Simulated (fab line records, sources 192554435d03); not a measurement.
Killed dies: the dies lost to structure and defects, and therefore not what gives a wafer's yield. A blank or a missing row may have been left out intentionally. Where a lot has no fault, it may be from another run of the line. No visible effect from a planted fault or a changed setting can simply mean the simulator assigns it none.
Matching of chambers + flow n5_finfet + N5_SDB_STRIP_21 on rie_diel-05 has 4 sister chambers
The step strips in CF4. 8 wafers are shown with their chamber, then 8 later ones without.

WAFERS PAIRED WITH THEIR CHAMBERS
| wafer  | chamber | showerhead_plenum_p_Torr (Torr) | drypump_motor_current_A (A) |
|--------|---------|---------------------------------|-----------------------------|
| L077.5 | 0       | 1.76                            | 5.4                         |
| L078.1 | 3       | 1.76                            | 5.7                         |
| L081.2 | 3       | 1.76                            | 5.7                         |
| L081.5 | 1       | 1.78                            | 5.5                         |
| L085.4 | 2       | 1.92                            | 6.5                         |
| L085.5 | 0       | 1.75                            | 5.4                         |
| L085.6 | 1       | 1.78                            | 5.4                         |
| L086.2 | 2       | 1.92                            | 6.5                         |

WAFERS WHOSE CHAMBER IS MISSING
| wafer  | showerhead_plenum_p_Torr (Torr) | drypump_motor_current_A (A) |
|--------|---------------------------------|-----------------------------|
| L086.4 | 1.75                            | 5.4                         |
| L086.5 | 1.78                            | 5.5                         |
| L090.3 | 1.75                            | 5.5                         |
| L090.4 | 1.92                            | 6.5                         |
| L090.6 | 1.76                            | 5.7                         |
| L095.1 | 1.91                            | 6.4                         |
| L095.3 | 1.77                            | 5.4                         |
| L095.5 | 1.77                            | 5.4                         |

EACH ONE'S CHAMBER
| wafer  | from the rows above     | in truth |
|--------|-------------------------|----------|
| L086.4 | 0                       | 0        |
| L086.5 | 1                       | 1        |
| L090.3 | 0                       | 0        |
| L090.4 | 2                       | 2        |
| L090.6 | 3                       | 3        |
| L095.1 | 2                       | 2        |
| L095.3 | can't be placed: 1 or 0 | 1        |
| L095.5 | can't be placed: 1 or 0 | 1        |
Correct placement for 6 of the 8. Cannot be placed on the basis of these rows: 2; the candidates contain the true chamber in 2. 0 placed wrongly.
How it was worked out, from the rows above alone: a wafer's distance from a chamber is the root of the sum, over the readings, of the square of ((its reading less the chamber's mean) divided by the reading's scatter). If the next closest chamber is less than 2 further off than the closest, the wafer can't be placed; otherwise it belongs to the closest. The mean given for a chamber averages the wafers shown for that chamber. How the scatter is found: for the shown wafers, subtract from each reading the mean of its chamber, square and add these, divide the total by (wafers less chambers), then take the root.
